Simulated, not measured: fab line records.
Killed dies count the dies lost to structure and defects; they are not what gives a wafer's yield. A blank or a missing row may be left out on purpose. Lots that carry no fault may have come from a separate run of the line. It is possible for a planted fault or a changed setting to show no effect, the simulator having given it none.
Split-lot trial / flow n5_finfet / 7 lots, 21 wafers read, on a route of 1938 steps

THE SPLIT
At N5_WELL_APT_EXPOSE_05 (exposes mask NWELL, defocus 0 nm, target cd 200 nm), the setting dose_mj was moved away from the recipe's 20.3 on 7 of the 21 wafers read, by -7.0% to +7.1%. This setting was run at the recipe's value on the other wafers.

FROM THE SPLIT TO THE READING: what the file shows between them, 2 steps
- N5_WELL_APT_DEVELOP_07: develop time 45 s (also split here: develop_time_s)
- N5_WELL_APT_HARDBAKE_12: time 120 s

THE READING
At N5_WELL_APT_CD_MEAS_08: cd_nm in nanometres, against a target cd of 200 nm. A value of 199.6 nm with a standard deviation of 1.2 nm is what fault-free wafers of this fab line usually give.

wafer=L075.4; tool, chamber at the split=krf_scanner-01, 0; dose_mj as run=20.3; against the recipe=recipe; cd_nm, nm=197.0; against lot-mates on the recipe=-
wafer=L075.5; tool, chamber at the split=krf_scanner-01, 0; dose_mj as run=18.87; against the recipe=-7.0%; cd_nm, nm=185.4; against lot-mates on the recipe=-12.0
wafer=L075.6; tool, chamber at the split=krf_scanner-01, 0; dose_mj as run=20.3; against the recipe=recipe; cd_nm, nm=197.9; against lot-mates on the recipe=-
wafer=L076.1; tool, chamber at the split=krf_scanner-01, 0; dose_mj as run=20.3; against the recipe=recipe; cd_nm, nm=197.7; against lot-mates on the recipe=-
wafer=L076.3; tool, chamber at the split=krf_scanner-01, 0; dose_mj as run=20.3; against the recipe=recipe; cd_nm, nm=199.4; against lot-mates on the recipe=-
wafer=L076.6; tool, chamber at the split=krf_scanner-01, 0; dose_mj as run=20.3; against the recipe=recipe; cd_nm, nm=199.8; against lot-mates on the recipe=-
wafer=L077.1; tool, chamber at the split=krf_scanner-01, 0; dose_mj as run=20.3; against the recipe=recipe; cd_nm, nm=201.7; against lot-mates on the recipe=-
wafer=L077.2; tool, chamber at the split=krf_scanner-01, 0; dose_mj as run=19.55; against the recipe=-3.7%; cd_nm, nm=196.0; against lot-mates on the recipe=-5.1
wafer=L077.5; tool, chamber at the split=krf_scanner-01, 0; dose_mj as run=20.3; against the recipe=recipe; cd_nm, nm=200.6; against lot-mates on the recipe=-
wafer=L078.1; tool, chamber at the split=krf_scanner-01, 0; dose_mj as run=20.3; against the recipe=recipe; cd_nm, nm=200.3; against lot-mates on the recipe=-
wafer=L078.4; tool, chamber at the split=krf_scanner-01, 0; dose_mj as run=20.3; against the recipe=recipe; cd_nm, nm=199.2; against lot-mates on the recipe=-
wafer=L078.5; tool, chamber at the split=krf_scanner-01, 0; dose_mj as run=20.3; against the recipe=recipe; cd_nm, nm=198.1; against lot-mates on the recipe=-
wafer=L092.3; tool, chamber at the split=krf_scanner-01, 0; dose_mj as run=20.3; against the recipe=recipe; cd_nm, nm=199.8; against lot-mates on the recipe=-
wafer=L092.4; tool, chamber at the split=krf_scanner-01, 0; dose_mj as run=21.74; against the recipe=+7.1%; cd_nm, nm=213.2; against lot-mates on the recipe=+13.0
wafer=L092.5; tool, chamber at the split=krf_scanner-01, 0; dose_mj as run=20.3; against the recipe=recipe; cd_nm, nm=200.5; against lot-mates on the recipe=-
wafer=L095.3; tool, chamber at the split=krf_scanner-02, 0; dose_mj as run=20.3; against the recipe=recipe; cd_nm, nm=198.8; against lot-mates on the recipe=-
wafer=L095.4; tool, chamber at the split=krf_scanner-02, 0; dose_mj as run=19.31; against the recipe=-4.9%; cd_nm, nm=192.3; against lot-mates on the recipe=-6.5
wafer=L095.5; tool, chamber at the split=krf_scanner-02, 0; dose_mj as run=19.31; against the recipe=-4.9%; cd_nm, nm=192.7; against lot-mates on the recipe=-6.1
wafer=L096.1; tool, chamber at the split=krf_scanner-01, 0; dose_mj as run=21.27; against the recipe=+4.8%; cd_nm, nm=209.2; against lot-mates on the recipe=+8.6
wafer=L096.2; tool, chamber at the split=krf_scanner-01, 0; dose_mj as run=21.27; against the recipe=+4.8%; cd_nm, nm=208.2; against lot-mates on the recipe=+7.6
wafer=L096.4; tool, chamber at the split=krf_scanner-01, 0; dose_mj as run=20.3; against the recipe=recipe; cd_nm, nm=200.6; against lot-mates on the recipe=-

THE FIT
A straight line over all 21 wafers: cd_nm changes by +1.77 nm for each +1% of dose_mj; r = +0.97; the points scatter about the line by 1.5 nm.
The same after taking each lot's own level away (the mean of its wafers on the recipe; 21 wafers): +1.63 nm for each +1%; r = +0.99; scatter 0.86 nm.
The reading moves by 12 nm for the largest change in dose_mj, on that fit.
The lots' own levels span 197.45 to 201.15 nm, that is 3.1 times the standard deviation above.
So the lot-to-lot level changes the slope little: the two slopes agree.
Check: for one of the wafers moved furthest among these (+7.1%), held out of the fit, the line's prediction against its lot-mates is +11.3 nm. It came out at +13 nm against them.

OTHER SPLITS APPLIED TO THESE WAFERS
Note: prior to the reading, these wafers also went through further splits. Each is held against what the fit with the lots' levels taken away leaves over:
other split on the same wafers=N5_WELL_APT_DEVELOP_07 develop_time_s; wafers away from the commonest value=6; r with cd_nm (lot level and that fit taken away)=+0.34

THE WHOLE CHAIN: every reading that the file lists as answering this split, in the file's order
step=N5_WELL_APT_CD_MEAS_08; what it does=target cd 200 nm; reading=cd_nm; change (the file's fit)=+1.66 nm for each +1% of the setting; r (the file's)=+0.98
step=N5_WELL_APT_DESCUM_13; what it does=chemistry O2, time 7.9 s; reading=WELL_APT.cd_nm (the simulator's own value, which no gauge read); change (the file's fit)=+1.68 nm for each +1% of the setting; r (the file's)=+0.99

THE FILE'S OWN FIT
cd_nm changes by +1.66 nm for each +1% of dose_mj, r = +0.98.
